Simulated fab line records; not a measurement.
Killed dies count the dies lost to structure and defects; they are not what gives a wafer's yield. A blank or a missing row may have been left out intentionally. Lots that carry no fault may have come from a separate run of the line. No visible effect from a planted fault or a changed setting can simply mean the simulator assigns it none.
fab line records	flow n5_finfet
record lots=24	wafers=72	last_day=18
route steps=1938 shown BEOL_M5@1114
lots untouched by any fault: they come from a run of this same line in which no faults occurred
start_h: the number of hours between the record's first day and the start of the first shown wafer of the lot	wait_h: time in hours since the lot's previous step	" unchanged from the row above	L1.1+2: a row that stands for several wafers	- no value present, or no start provided	* or withheld: withheld	< > ~ a bound
route shown NAME@n: a module of which the file shows steps, and the number in the route of the first	usual: the fault-free wafers' mean and standard deviation	same: alike in all rows	chamber/n: place in a boat	sites: the reading at each site	_std_site: the standard deviation of these	_edge_site: inner sites' mean taken away from outer sites' mean	radius_mm: for every site, how far away it sits from the centre of the wafer	mask NAME#n: copy n	behind: tool/chamber where the wafer was last shaped	hold: reason for holding the lot/hours on hold/outcome of the hold	device: names the non-switching transistor (n, p or np)	end of line: tests run on the same wafers once the route is complete	a step given without rows: its recipe and nothing more	killed: not the wafer's yield, but the dies lost to structure and defects at the first sort	map: the dies of a wafer, with x for killed, . for not killed, _ for no die there
set.NAME: setting as actually run; set.NAME@STEP: the setting as run at that earlier step	model.NAME: the simulator's own value behind a step, which no gauge read
the route's steps for a sample of lots (tables are steps, rows are wafers)
services: a tool's chamber out of use, with start hour (start_h, from the record's first day; less than 0 if before it), hours out, and reason
## steps
# step N5_BEOL_M5_THK_MEAS_01
# recipe reads=SiCOH_lowk_of_BEOL_M5_ILD_DEP_00
# usual M5_ILD_THK=121.2/1.7
lot.wafer	tool	chamber	start_h	wait_h	M5_ILD_THK[nm]
L074.1	film_metro-01	-	176.78	0.4	121.3
L074.3	"	-	"	"	117.8
L074.4	"	-	"	"	122.7
L075.2	film_metro-02	-	176.90	0.4	120.2
L075.5	"	-	"	"	122.3
L075.6	"	-	"	"	120.9
L077.1	film_metro-02	-	182.43	0.4	119.0
L077.4	"	-	"	"	121.1
L077.5	"	-	"	"	119.5
L076.1	film_metro-01	-	187.57	0.4	120.3
L076.2	"	-	"	"	120.8
L076.4	"	-	"	"	120.8
L078.3	film_metro-01	-	202.30	0.3	118.8
L078.4	"	-	"	"	121.0
L078.5	"	-	"	"	122.2
L079.1	film_metro-02	-	204.40	0.4	118.5
L079.3	"	-	"	"	118.0
L079.4	"	-	"	"	119.9
L080.2	film_metro-01	-	211.71	0.4	118.6
L080.5	"	-	"	"	121.5
L080.6	"	-	"	"	121.5
L081.1	film_metro-01	-	216.64	0.4	119.0
L081.3	"	-	"	"	120.8
L081.4	"	-	"	"	123.0
L082.2	film_metro-02	-	229.55	0.4	119.9
L082.4	"	-	"	"	121.9
L082.5	"	-	"	"	121.1
L083.1	film_metro-01	-	235.05	0.4	118.7
L083.4	"	-	"	"	123.1
L083.5	"	-	"	"	122.8
L084.1	film_metro-01	-	236.50	0.4	119.4
L084.5	"	-	"	"	122.5
L084.6	"	-	"	"	121.1
L085.2	film_metro-02	-	247.59	0.4	118.2
L085.3	"	-	"	"	120.2
L085.4	"	-	"	"	121.8
L086.1	film_metro-01	-	252.32	0.4	120.9
L086.3	"	-	"	"	122.7
L086.5	"	-	"	"	122.6
L088.1	film_metro-01	-	255.39	0.4	120.8
L088.2	"	-	"	"	122.1
L088.5	"	-	"	"	124.0
L087.1	film_metro-02	-	257.08	0.4	120.4
L087.5	"	-	"	"	119.3
L087.6	"	-	"	"	120.3
L089.1	film_metro-01	-	261.22	0.4	119.9
L089.4	"	-	"	"	121.6
L089.5	"	-	"	"	122.3
L090.2	film_metro-02	-	276.17	0.4	121.4
L090.3	"	-	"	"	121.0
L090.5	"	-	"	"	123.0
L092.2	film_metro-01	-	282.95	0.7	122.2
L092.4	"	-	"	"	121.2
L092.5	"	-	"	"	122.8
L093.3	film_metro-01	-	285.67	0.3	123.3
L093.5	"	-	"	"	123.7
L093.6	"	-	"	"	122.8
L094.2	film_metro-02	-	296.58	0.4	120.5
L094.3	"	-	"	"	118.9
L094.5	"	-	"	"	121.0
L095.1	film_metro-01	-	302.28	0.4	122.1
L095.4	"	-	"	"	124.2
L095.6	"	-	"	"	123.6
L096.2	film_metro-01	-	302.55	0.4	121.3
L096.4	"	-	"	"	123.1
L096.5	"	-	"	"	123.7
L097.3	film_metro-02	-	311.57	0.3	123.7
L097.5	"	-	"	"	125.6
L097.6	"	-	"	"	124.8
L091.3	film_metro-02	-	322.17	0.5	119.8
L091.4	"	-	"	"	121.1
L091.5	"	-	"	"	122.9
# step N5_BEOL_M5_CD_MEAS_11
# recipe target_cd_nm=27.74	landing_energy_ev=500	detector=se_inlens
# usual cd_nm=27.97/0.25
lot.wafer	tool	chamber	start_h	wait_h	cd_nm
L074.1	cd_sem-03	0	178.86	-	28.21
L074.3	"	0	"	"	28.29
L074.4	"	0	"	"	28.25
L075.2	cd_sem-02	0	179.03	-	28.16
L075.5	"	0	"	"	28.11
L075.6	"	0	"	"	27.84
L077.1	cd_sem-01	0	183.43	-	27.87
L077.4	"	0	"	"	27.92
L077.5	"	0	"	"	27.68
L076.1	cd_sem-02	0	189.83	-	27.69
L076.2	"	0	"	"	27.98
L076.4	"	0	"	"	27.64
L078.3	cd_sem-03	0	203.05	-	27.82
L078.4	"	0	"	"	27.86
L078.5	"	0	"	"	28.02
L079.1	cd_sem-02	0	205.98	-	27.72
L079.3	"	0	"	"	27.97
L079.4	"	0	"	"	27.78
L080.2	cd_sem-02	0	214.44	-	28.11
L080.5	"	0	"	"	28.01
L080.6	"	0	"	"	28.19
L081.1	cd_sem-02	0	218.26	-	27.81
L081.3	"	0	"	"	27.68
L081.4	"	0	"	"	27.85
L082.2	cd_sem-02	0	230.16	-	27.62
L082.4	"	0	"	"	28.18
L082.5	"	0	"	"	27.61
L083.1	cd_sem-02	0	235.91	-	28.16
L083.4	"	0	"	"	28.05
L083.5	"	0	"	"	27.66
L084.1	cd_sem-02	0	239.23	-	28.33
L084.5	"	0	"	"	27.86
L084.6	"	0	"	"	27.85
L085.2	cd_sem-03	0	250.37	-	27.87
L085.3	"	0	"	"	28.06
L085.4	"	0	"	"	27.73
L086.1	cd_sem-01	0	254.50	-	27.99
L086.3	"	0	"	"	28.21
L086.5	"	0	"	"	28.26
L088.1	cd_sem-02	0	257.73	-	28.28
L088.2	"	0	"	"	28.10
L088.5	"	0	"	"	27.89
L087.1	cd_sem-01	0	258.70	-	28.11
L087.5	"	0	"	"	27.94
L087.6	"	0	"	"	28.38
L089.1	cd_sem-02	0	262.48	-	28.18
L089.4	"	0	"	"	28.31
L089.5	"	0	"	"	27.76
L090.2	cd_sem-01	0	277.25	-	27.85
L090.3	"	0	"	"	27.95
L090.5	"	0	"	"	28.20
L092.2	cd_sem-02	0	283.87	-	27.56
L092.4	"	0	"	"	28.03
L092.5	"	0	"	"	27.80
L093.3	cd_sem-03	0	286.64	-	28.32
L093.5	"	0	"	"	28.27
L093.6	"	0	"	"	28.06
L094.2	cd_sem-02	0	297.69	-	27.93
L094.3	"	0	"	"	28.48
L094.5	"	0	"	"	28.47
L095.1	cd_sem-02	0	303.87	-	28.11
L095.4	"	0	"	"	27.60
L095.6	"	0	"	"	27.90
L096.2	cd_sem-01	0	304.03	-	27.66
L096.4	"	0	"	"	27.78
L096.5	"	0	"	"	27.92
L097.3	cd_sem-01	0	313.51	-	28.32
L097.5	"	0	"	"	27.83
L097.6	"	0	"	"	28.02
L091.3	cd_sem-02	0	323.64	-	27.30
L091.4	"	0	"	"	27.80
L091.5	"	0	"	"	27.46
# step N5_BEOL_M5_INSPECT_13
# recipe mode=adi	inspect_instrument=brightfield
# usual raw_defect_count=443/110
lot.wafer	tool	chamber	start_h	wait_h	raw_defect_count
L074.1	defect_inspect-01	-	178.95	0.1	465
L074.3	"	-	"	"	548
L074.4	"	-	"	"	484
L075.2	defect_inspect-01	-	179.12	0.0	465
L075.5	"	-	"	"	456
L075.6	"	-	"	"	313
L077.1	defect_inspect-01	-	183.52	0.1	474
L077.4	"	-	"	"	403
L077.5	"	-	"	"	397
L076.1	defect_inspect-02	-	189.91	0.1	479
L076.2	"	-	"	"	361
L076.4	"	-	"	"	477
L078.3	defect_inspect-02	-	203.14	0.0	399
L078.4	"	-	"	"	319
L078.5	"	-	"	"	384
L079.1	defect_inspect-01	-	206.07	0.1	321
L079.3	"	-	"	"	406
L079.4	"	-	"	"	308
L080.2	defect_inspect-02	-	214.53	0.0	469
L080.5	"	-	"	"	619
L080.6	"	-	"	"	476
L081.1	defect_inspect-02	-	218.35	0.1	558
L081.3	"	-	"	"	483
L081.4	"	-	"	"	566
L082.2	defect_inspect-02	-	230.25	0.0	679
L082.4	"	-	"	"	604
L082.5	"	-	"	"	565
L083.1	defect_inspect-01	-	235.99	0.1	371
L083.4	"	-	"	"	467
L083.5	"	-	"	"	431
L084.1	defect_inspect-01	-	239.32	0.1	624
L084.5	"	-	"	"	447
L084.6	"	-	"	"	664
L085.2	defect_inspect-01	-	250.45	0.0	298
L085.3	"	-	"	"	263
L085.4	"	-	"	"	238
L086.1	defect_inspect-02	-	254.59	0.1	509
L086.3	"	-	"	"	584
L086.5	"	-	"	"	462
L088.1	defect_inspect-02	-	257.82	0.1	327
L088.2	"	-	"	"	284
L088.5	"	-	"	"	325
L087.1	defect_inspect-01	-	258.79	0.1	626
L087.5	"	-	"	"	619
L087.6	"	-	"	"	521
L089.1	defect_inspect-01	-	262.57	0.1	416
L089.4	"	-	"	"	417
L089.5	"	-	"	"	300
L090.2	defect_inspect-02	-	277.34	0.0	454
L090.3	"	-	"	"	611
L090.5	"	-	"	"	508
L092.2	defect_inspect-01	-	283.96	0.0	469
L092.4	"	-	"	"	495
L092.5	"	-	"	"	419
L093.3	defect_inspect-01	-	286.73	0.0	553
L093.5	"	-	"	"	568
L093.6	"	-	"	"	400
L094.2	defect_inspect-02	-	297.77	0.0	446
L094.3	"	-	"	"	432
L094.5	"	-	"	"	391
L095.1	defect_inspect-01	-	303.96	0.1	355
L095.4	"	-	"	"	302
L095.6	"	-	"	"	226
L096.2	defect_inspect-01	-	304.12	0.0	448
L096.4	"	-	"	"	494
L096.5	"	-	"	"	397
L097.3	defect_inspect-02	-	313.60	0.0	373
L097.5	"	-	"	"	512
L097.6	"	-	"	"	424
L091.3	defect_inspect-01	-	323.72	0.0	367
L091.4	"	-	"	"	307
L091.5	"	-	"	"	401
# step N5_BEOL_M5_HM_OPEN_17
# recipe chemistry=Cl2/BCl3	target_depth_a=200	overetch_a=60	target=TiN	mask_material=SOC	ion_energy_ev=150	pressure_mtorr=10	icp_w=1000	bias_w=126	Cl2_flow_sccm=53.25	bcl3_flow_sccm=21.75	Ar_flow_sccm=25
# usual drypump_motor_current_A=5.6/0.41	oes_product_au=0.60/0.045	throttle_valve_pct=22.1/0.41
lot.wafer	tool	chamber	start_h	wait_h	drypump_motor_current_A	oes_product_au	rf_hours_counter_h	throttle_valve_pct
L074.1	rie_metal-01	1	180.23	0.0	5.7	0.65	47	21.7
L074.3	"	0	"	"	5.6	0.60	-	22.7
L074.4	"	1	"	"	5.7	0.64	-	21.7
L075.2	rie_metal-02	1	180.53	0.0	6.5	0.58	99	21.8
L075.5	"	1	"	"	6.5	0.58	-	21.8
L075.6	"	0	"	"	5.1	0.59	-	21.9
L077.1	rie_metal-03	0	184.96	0.0	5.8	0.54	116	22.3
L077.4	"	1	"	"	4.9	0.70	-	22.0
L077.5	"	0	"	"	5.8	0.54	-	22.4
L076.1	rie_metal-01	0	190.21	0.0	5.6	0.59	79	22.7
L076.2	"	1	"	"	5.7	0.65	47	21.7
L076.4	"	1	"	"	5.6	0.65	-	21.7
L078.3	rie_metal-02	0	203.48	0.1	5.1	0.59	-	21.9
L078.4	"	0	"	"	5.2	0.58	-	21.9
L078.5	"	0	"	"	5.1	0.59	-	21.9
L079.1	rie_metal-03	1	206.49	0.0	4.9	0.69	22	22.0
L079.3	"	1	"	"	4.9	0.69	-	22.0
L079.4	"	0	"	"	5.8	0.53	-	22.4
L080.2	rie_metal-01	1	214.81	0.0	5.7	0.63	51	21.7
L080.5	"	1	"	"	5.7	0.63	-	21.7
L080.6	"	0	"	"	5.7	0.57	-	22.7
L081.1	rie_metal-01	1	218.63	0.0	5.7	0.64	51	21.7
L081.3	"	1	"	"	5.7	0.64	-	21.7
L081.4	"	0	"	"	5.7	0.59	-	22.7
L082.2	rie_metal-01	1	230.53	0.0	5.7	0.63	52	21.7
L082.4	"	1	"	"	5.7	0.64	-	21.7
L082.5	"	1	"	"	5.7	0.63	-	21.7
L083.1	rie_metal-03	0	236.28	0.0	5.8	0.53	121	22.4
L083.4	"	1	"	"	4.9	0.69	-	22.1
L083.5	"	1	"	"	4.9	0.69	-	22.0
L084.1	rie_metal-01	0	239.60	0.0	5.7	0.59	84	22.7
L084.5	"	0	"	"	5.7	0.58	-	22.7
L084.6	"	1	"	"	5.7	0.64	-	21.7
L085.2	rie_metal-03	1	250.73	0.0	4.9	0.68	25	22.1
L085.3	"	0	"	"	5.8	0.51	-	22.4
L085.4	"	1	"	"	4.9	0.68	-	22.1
L086.1	rie_metal-01	1	254.87	0.0	5.6	0.63	54	21.7
L086.3	"	1	"	"	5.7	0.62	-	21.7
L086.5	"	0	"	"	5.6	0.58	-	22.7
L088.1	rie_metal-02	1	258.10	0.0	6.5	0.56	104	21.9
L088.2	"	0	"	"	5.1	0.57	91	21.9
L088.5	"	0	"	"	5.1	0.58	-	21.9
L087.1	rie_metal-02	1	259.09	0.0	6.5	0.57	105	21.8
L087.5	"	0	"	"	5.1	0.58	-	21.9
L087.6	"	1	"	"	6.5	0.57	-	21.8
L089.1	rie_metal-01	0	263.04	0.0	5.6	0.58	86	22.7
L089.4	"	1	"	"	5.6	0.63	-	21.7
L089.5	"	0	"	"	5.7	0.58	-	22.7
L090.2	rie_metal-03	1	278.96	0.1	4.9	0.67	-	22.1
L090.3	"	1	"	"	5.0	0.68	-	22.1
L090.5	"	1	"	"	4.9	0.67	-	22.1
L092.2	rie_metal-01	0	285.82	0.0	5.6	0.57	88	22.7
L092.4	"	0	"	"	5.7	0.58	-	22.7
L092.5	"	0	"	"	5.7	0.57	-	22.7
L093.3	rie_metal-02	0	287.82	0.1	5.2	0.58	-	21.9
L093.5	"	1	"	"	6.5	0.56	-	21.8
L093.6	"	0	"	"	5.2	0.58	-	21.9
L094.2	rie_metal-01	1	298.23	0.0	5.7	0.63	57	21.7
L094.3	"	0	"	"	5.7	0.57	-	22.7
L094.5	"	0	"	"	5.7	0.57	-	22.7
L095.1	rie_metal-01	0	305.75	0.0	5.7	0.56	89	22.7
L095.4	"	1	"	"	5.7	0.63	-	21.7
L095.6	"	1	"	"	5.7	0.62	-	21.7
L096.2	rie_metal-02	0	305.97	0.0	5.1	0.57	96	21.9
L096.4	"	1	"	"	6.5	0.55	-	21.9
L096.5	"	1	"	"	6.5	0.55	-	21.9
L097.3	rie_metal-01	1	313.94	0.1	5.7	0.61	-	21.7
L097.5	"	1	"	"	5.7	0.61	-	21.7
L097.6	"	0	"	"	5.7	0.57	-	22.8
L091.3	rie_metal-01	0	324.87	0.1	5.7	0.57	-	22.7
L091.4	"	1	"	"	5.7	0.61	-	21.7
L091.5	"	0	"	"	5.7	0.57	-	22.7
# step N5_BEOL_M5_CD_MEAS_35
# recipe target_cd_nm=28	target_cd_y_nm=24	polarity=opening
# usual cd_nm=27.9/0.34
lot.wafer	tool	chamber	start_h	wait_h	cd_nm
L074.1	cd_sem-02	-	183.47	0.0	28.8
L074.3	"	-	"	"	28.2
L074.4	"	-	"	"	27.9
L075.2	cd_sem-02	-	184.15	0.0	28.3
L075.5	"	-	"	"	28.0
L075.6	"	-	"	"	27.6
L077.1	cd_sem-02	-	189.12	0.0	27.3
L077.4	"	-	"	"	27.8
L077.5	"	-	"	"	27.9
L076.1	cd_sem-03	-	194.48	0.0	27.5
L076.2	"	-	"	"	27.7
L076.4	"	-	"	"	27.5
L078.3	cd_sem-01	-	204.87	0.0	28.1
L078.4	"	-	"	"	27.6
L078.5	"	-	"	"	27.8
L079.1	cd_sem-03	-	207.86	0.0	27.9
L079.3	"	-	"	"	27.7
L079.4	"	-	"	"	27.5
L080.2	cd_sem-02	-	216.25	0.0	28.1
L080.5	"	-	"	"	27.8
L080.6	"	-	"	"	28.2
L081.1	cd_sem-01	-	219.83	0.0	27.5
L081.3	"	-	"	"	27.7
L081.4	"	-	"	"	28.0
L082.2	cd_sem-03	-	233.02	0.0	28.4
L082.4	"	-	"	"	28.4
L082.5	"	-	"	"	28.3
L083.1	cd_sem-02	-	239.30	0.0	28.0
L083.4	"	-	"	"	28.5
L083.5	"	-	"	"	28.2
L084.1	cd_sem-01	-	241.29	0.0	27.7
L084.5	"	-	"	"	27.5
L084.6	"	-	"	"	28.0
L085.2	cd_sem-03	-	253.82	0.0	27.7
L085.3	"	-	"	"	28.3
L085.4	"	-	"	"	27.9
L086.1	cd_sem-01	-	258.22	0.0	27.8
L086.3	"	-	"	"	27.9
L086.5	"	-	"	"	28.1
L088.1	cd_sem-02	-	259.39	0.0	28.1
L088.2	"	-	"	"	27.2
L088.5	"	-	"	"	27.6
L087.1	cd_sem-03	-	261.67	0.0	28.0
L087.5	"	-	"	"	27.9
L087.6	"	-	"	"	28.3
L089.1	cd_sem-02	-	265.98	0.0	28.3
L089.4	"	-	"	"	28.0
L089.5	"	-	"	"	28.2
L090.2	cd_sem-01	-	280.63	0.0	28.2
L090.3	"	-	"	"	27.9
L090.5	"	-	"	"	27.8
L092.2	cd_sem-01	-	287.73	0.0	28.2
L092.4	"	-	"	"	28.1
L092.5	"	-	"	"	28.1
L093.3	cd_sem-01	-	290.83	0.0	27.7
L093.5	"	-	"	"	28.0
L093.6	"	-	"	"	28.1
L094.2	cd_sem-01	-	300.47	0.0	28.1
L094.3	"	-	"	"	28.2
L094.5	"	-	"	"	28.5
L095.1	cd_sem-03	-	308.38	0.0	27.5
L095.4	"	-	"	"	27.8
L095.6	"	-	"	"	29.0
L096.2	cd_sem-02	-	310.28	0.0	27.8
L096.4	"	-	"	"	28.2
L096.5	"	-	"	"	28.4
L097.3	cd_sem-02	-	317.49	0.0	28.1
L097.5	"	-	"	"	27.6
L097.6	"	-	"	"	28.0
L091.3	cd_sem-03	-	327.22	0.0	27.8
L091.4	"	-	"	"	28.4
L091.5	"	-	"	"	27.4
# step N5_BEOL_M5_PRE_CLEAN_45
# recipe gas=H2/He	time_s=30	temp_c=250
# usual heater_power_w=326/38
# same time_s=30
lot.wafer	tool	chamber	start_h	wait_h	heater_power_w
L074.1	pvd_sputter-01	-	183.87	0.0	381
L074.3	"	-	"	"	296
L074.4	"	-	"	"	325
L075.2	pvd_sputter-02	-	184.78	0.0	302
L075.5	"	-	"	"	296
L075.6	"	-	"	"	301
L077.1	pvd_sputter-01	-	189.55	0.0	300
L077.4	"	-	"	"	313
L077.5	"	-	"	"	380
L076.1	pvd_sputter-03	-	194.92	0.0	270
L076.2	"	-	"	"	329
L076.4	"	-	"	"	314
L078.3	pvd_sputter-01	-	205.73	0.0	308
L078.4	"	-	"	"	368
L078.5	"	-	"	"	316
L079.1	pvd_sputter-01	-	208.49	0.0	315
L079.3	"	-	"	"	296
L079.4	"	-	"	"	311
L080.2	pvd_sputter-01	-	216.75	0.0	316
L080.5	"	-	"	"	377
L080.6	"	-	"	"	295
L081.1	pvd_sputter-01	-	220.49	0.0	375
L081.3	"	-	"	"	322
L081.4	"	-	"	"	289
L082.2	pvd_sputter-01	-	233.64	0.0	314
L082.4	"	-	"	"	314
L082.5	"	-	"	"	316
L083.1	pvd_sputter-01	-	240.03	0.0	312
L083.4	"	-	"	"	375
L083.5	"	-	"	"	373
L084.1	pvd_sputter-02	-	242.12	0.0	306
L084.5	"	-	"	"	306
L084.6	"	-	"	"	413
L085.2	pvd_sputter-03	-	254.33	0.0	270
L085.3	"	-	"	"	331
L085.4	"	-	"	"	305
L086.1	pvd_sputter-01	-	258.77	0.0	287
L086.3	"	-	"	"	307
L086.5	"	-	"	"	295
L088.1	pvd_sputter-01	-	261.05	0.0	324
L088.2	"	-	"	"	312
L088.5	"	-	"	"	298
L087.1	pvd_sputter-01	-	262.27	0.0	377
L087.5	"	-	"	"	371
L087.6	"	-	"	"	315
L089.1	pvd_sputter-03	-	266.43	0.0	308
L089.4	"	-	"	"	275
L089.5	"	-	"	"	330
L090.2	pvd_sputter-02	-	281.04	0.0	303
L090.3	"	-	"	"	419
L090.5	"	-	"	"	308
L092.2	pvd_sputter-02	-	289.24	0.0	297
L092.4	"	-	"	"	315
L092.5	"	-	"	"	308
L093.3	pvd_sputter-03	-	291.41	0.0	329
L093.5	"	-	"	"	310
L093.6	"	-	"	"	271
L094.2	pvd_sputter-02	-	301.04	0.0	308
L094.3	"	-	"	"	404
L094.5	"	-	"	"	315
L095.1	pvd_sputter-02	-	309.37	0.0	303
L095.4	"	-	"	"	301
L095.6	"	-	"	"	410
L096.2	pvd_sputter-01	-	310.80	0.0	370
L096.4	"	-	"	"	312
L096.5	"	-	"	"	379
L097.3	pvd_sputter-02	-	318.22	0.0	422
L097.5	"	-	"	"	411
L097.6	"	-	"	"	294
L091.3	pvd_sputter-02	-	327.69	0.0	307
L091.4	"	-	"	"	302
L091.5	"	-	"	"	304
## services
tool	chamber	start_h	hours	kind
rie_metal-02	0	166.26	7.7	repair
rie_metal-02	1	198.86	9.7	repair
pvd_sputter-02	-	205.02	2.0	repair
pvd_sputter-01	-	246.25	3.0	repair
rie_metal-03	0	261.91	-	clean
rie_metal-03	0	261.91	17.3	scheduled_down
rie_metal-03	0	261.91	17.3	vent_cycle
rie_metal-03	1	315.84	18.4	repair
## key
fault none
